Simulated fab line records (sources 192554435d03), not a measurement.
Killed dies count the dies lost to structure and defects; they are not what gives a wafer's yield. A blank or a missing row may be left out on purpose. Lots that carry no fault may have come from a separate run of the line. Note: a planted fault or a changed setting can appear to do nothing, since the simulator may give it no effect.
Split-lot experiment || flow n5_finfet || 21 wafers read from 7 lots, route of 1938 steps

THE SPLIT ITSELF
At N5_BEOL_M0_SAQP_ILD_DEP_01 (deposits SiOC from DEMS/O2, target thk 45.419 nm, time 8.7 s), the setting time_s was moved away from the recipe's 8.7 s on 4 of the 21 wafers read, by -7.7% to +9.0%. For the rest of the wafers, this setting stayed at what the recipe calls for.

The reading comes from the split's own step.

THE READING
SiOC_of_BEOL_M0_SAQP_ILD_DEP_01.thk_nm (the simulator's own value, which no gauge read), in nm, at N5_BEOL_M0_SAQP_ILD_DEP_01 (deposits SiOC from DEMS/O2, target thk 45.419 nm, time 8.7 s). The file does not state a usual value for it. Here, 17 wafers ran the recipe; their average is 45.6 nm with a standard deviation of 0.5 nm.

{"wafer": "L083.1", "tool, chamber at the split": "pecvd-01, 0", "time_s as run, s": 9.485, "against the recipe": "+9.0%", "SiOC_of_BEOL_M0_SAQP_ILD_DEP_01.thk_nm, nm": 49, "against lot-mates on the recipe": "+3.3"}
{"wafer": "L083.2", "tool, chamber at the split": "pecvd-01, 1", "time_s as run, s": 8.7, "against the recipe": "recipe", "SiOC_of_BEOL_M0_SAQP_ILD_DEP_01.thk_nm, nm": 45.4, "against lot-mates on the recipe": "-"}
{"wafer": "L083.6", "tool, chamber at the split": "pecvd-01, 0", "time_s as run, s": 8.7, "against the recipe": "recipe", "SiOC_of_BEOL_M0_SAQP_ILD_DEP_01.thk_nm, nm": 46, "against lot-mates on the recipe": "-"}
{"wafer": "L084.1", "tool, chamber at the split": "pecvd-01, 1", "time_s as run, s": 8.7, "against the recipe": "recipe", "SiOC_of_BEOL_M0_SAQP_ILD_DEP_01.thk_nm, nm": 46.2, "against lot-mates on the recipe": "-"}
{"wafer": "L084.5", "tool, chamber at the split": "pecvd-01, 0", "time_s as run, s": 8.7, "against the recipe": "recipe", "SiOC_of_BEOL_M0_SAQP_ILD_DEP_01.thk_nm, nm": 46, "against lot-mates on the recipe": "-"}
{"wafer": "L084.6", "tool, chamber at the split": "pecvd-01, 2", "time_s as run, s": 8.7, "against the recipe": "recipe", "SiOC_of_BEOL_M0_SAQP_ILD_DEP_01.thk_nm, nm": 46.6, "against lot-mates on the recipe": "-"}
{"wafer": "L085.1", "tool, chamber at the split": "pecvd-03, 0", "time_s as run, s": 8.026, "against the recipe": "-7.7%", "SiOC_of_BEOL_M0_SAQP_ILD_DEP_01.thk_nm, nm": 41.4, "against lot-mates on the recipe": -3.2}
{"wafer": "L085.2", "tool, chamber at the split": "pecvd-03, 1", "time_s as run, s": 8.7, "against the recipe": "recipe", "SiOC_of_BEOL_M0_SAQP_ILD_DEP_01.thk_nm, nm": 44.6, "against lot-mates on the recipe": "-"}
{"wafer": "L085.4", "tool, chamber at the split": "pecvd-03, 2", "time_s as run, s": 8.026, "against the recipe": "-7.7%", "SiOC_of_BEOL_M0_SAQP_ILD_DEP_01.thk_nm, nm": 41.6, "against lot-mates on the recipe": -3.0}
{"wafer": "L089.3", "tool, chamber at the split": "pecvd-02, 1", "time_s as run, s": 8.7, "against the recipe": "recipe", "SiOC_of_BEOL_M0_SAQP_ILD_DEP_01.thk_nm, nm": 44.8, "against lot-mates on the recipe": "-"}
{"wafer": "L089.4", "tool, chamber at the split": "pecvd-02, 2", "time_s as run, s": 8.7, "against the recipe": "recipe", "SiOC_of_BEOL_M0_SAQP_ILD_DEP_01.thk_nm, nm": 45.6, "against lot-mates on the recipe": "-"}
{"wafer": "L089.6", "tool, chamber at the split": "pecvd-02, 1", "time_s as run, s": 8.7, "against the recipe": "recipe", "SiOC_of_BEOL_M0_SAQP_ILD_DEP_01.thk_nm, nm": 45.4, "against lot-mates on the recipe": "-"}
{"wafer": "L090.2", "tool, chamber at the split": "pecvd-03, 0", "time_s as run, s": 9.079, "against the recipe": "+4.4%", "SiOC_of_BEOL_M0_SAQP_ILD_DEP_01.thk_nm, nm": 46.8, "against lot-mates on the recipe": "+1.0"}
{"wafer": "L090.4", "tool, chamber at the split": "pecvd-03, 2,1", "time_s as run, s": 8.7, "against the recipe": "recipe", "SiOC_of_BEOL_M0_SAQP_ILD_DEP_01.thk_nm, nm": 45.8, "against lot-mates on the recipe": "-"}
{"wafer": "L090.5", "tool, chamber at the split": "pecvd-03, 2,1", "time_s as run, s": 8.7, "against the recipe": "recipe", "SiOC_of_BEOL_M0_SAQP_ILD_DEP_01.thk_nm, nm": 45.8, "against lot-mates on the recipe": "-"}
{"wafer": "L092.1", "tool, chamber at the split": "pecvd-01, 2", "time_s as run, s": 8.7, "against the recipe": "recipe", "SiOC_of_BEOL_M0_SAQP_ILD_DEP_01.thk_nm, nm": 45.4, "against lot-mates on the recipe": "-"}
{"wafer": "L092.3", "tool, chamber at the split": "pecvd-01, 0", "time_s as run, s": 8.7, "against the recipe": "recipe", "SiOC_of_BEOL_M0_SAQP_ILD_DEP_01.thk_nm, nm": 45, "against lot-mates on the recipe": "-"}
{"wafer": "L092.5", "tool, chamber at the split": "pecvd-01, 1", "time_s as run, s": 8.7, "against the recipe": "recipe", "SiOC_of_BEOL_M0_SAQP_ILD_DEP_01.thk_nm, nm": 46, "against lot-mates on the recipe": "-"}
{"wafer": "L095.2", "tool, chamber at the split": "pecvd-02, 0", "time_s as run, s": 8.7, "against the recipe": "recipe", "SiOC_of_BEOL_M0_SAQP_ILD_DEP_01.thk_nm, nm": 45.4, "against lot-mates on the recipe": "-"}
{"wafer": "L095.5", "tool, chamber at the split": "pecvd-02, 0", "time_s as run, s": 8.7, "against the recipe": "recipe", "SiOC_of_BEOL_M0_SAQP_ILD_DEP_01.thk_nm, nm": 45.6, "against lot-mates on the recipe": "-"}
{"wafer": "L095.6", "tool, chamber at the split": "pecvd-02, 1", "time_s as run, s": 8.7, "against the recipe": "recipe", "SiOC_of_BEOL_M0_SAQP_ILD_DEP_01.thk_nm, nm": 46, "against lot-mates on the recipe": "-"}
If several chambers appear in one row, that row covers several wafers at once and the file leaves open which wafer was in which chamber.

FIT RESULTS
A straight line over all 21 wafers: SiOC_of_BEOL_M0_SAQP_ILD_DEP_01.thk_nm changes by +0.45 nm for each +1% of time_s; r = +0.94; the points scatter about the line by 0.55 nm.
The same after taking each lot's own level away (the mean of its wafers on the recipe; 21 wafers): +0.372 nm for each +1%; r = +0.97; scatter 0.31 nm.
On that fit, the largest move of time_s shifts the reading by 3.4 nm.
The span of the lots' own levels, 44.60 to 46.27 nm, comes to 3.3 times the standard deviation stated above.
Hence the slope depends on the lot-to-lot level, as the two fits are not the same.
Check: +3.31 nm against its lot-mates is what the line predicts for one of the wafers moved furthest among these (+9.0%) when that wafer is left out of the fit. It came out at +3.3 nm against them.

THESE WAFERS: OTHER SPLITS
These wafers also went through other splits before the reading. Each is held against what the fit with the lots' levels taken away leaves over:
{"other split on the same wafers": "N5_HKMG_FIN_COAT_41 spin_rpm", "wafers away from the commonest value": 8, "r with SiOC_of_BEOL_M0_SAQP_ILD_DEP_01.thk_nm (lot level and that fit taken away)": "+0.30"}
{"other split on the same wafers": "N5_GATE_CUT_CUT_ETCH_54 icp_w", "wafers away from the commonest value": 8, "r with SiOC_of_BEOL_M0_SAQP_ILD_DEP_01.thk_nm (lot level and that fit taken away)": -0.21}
{"other split on the same wafers": "N5_GATE_CUT_ALD_22 ald_cycles", "wafers away from the commonest value": 7, "r with SiOC_of_BEOL_M0_SAQP_ILD_DEP_01.thk_nm (lot level and that fit taken away)": -0.04}
{"other split on the same wafers": "N5_MOL_CONTACT_COAG_SPUTTER_130 power_w", "wafers away from the commonest value": 7, "r with SiOC_of_BEOL_M0_SAQP_ILD_DEP_01.thk_nm (lot level and that fit taken away)": -0.09}

THE FILE'S OWN FIT
SiOC_of_BEOL_M0_SAQP_ILD_DEP_01.thk_nm changes by +0.362 nm for each +1% of time_s, r = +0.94.
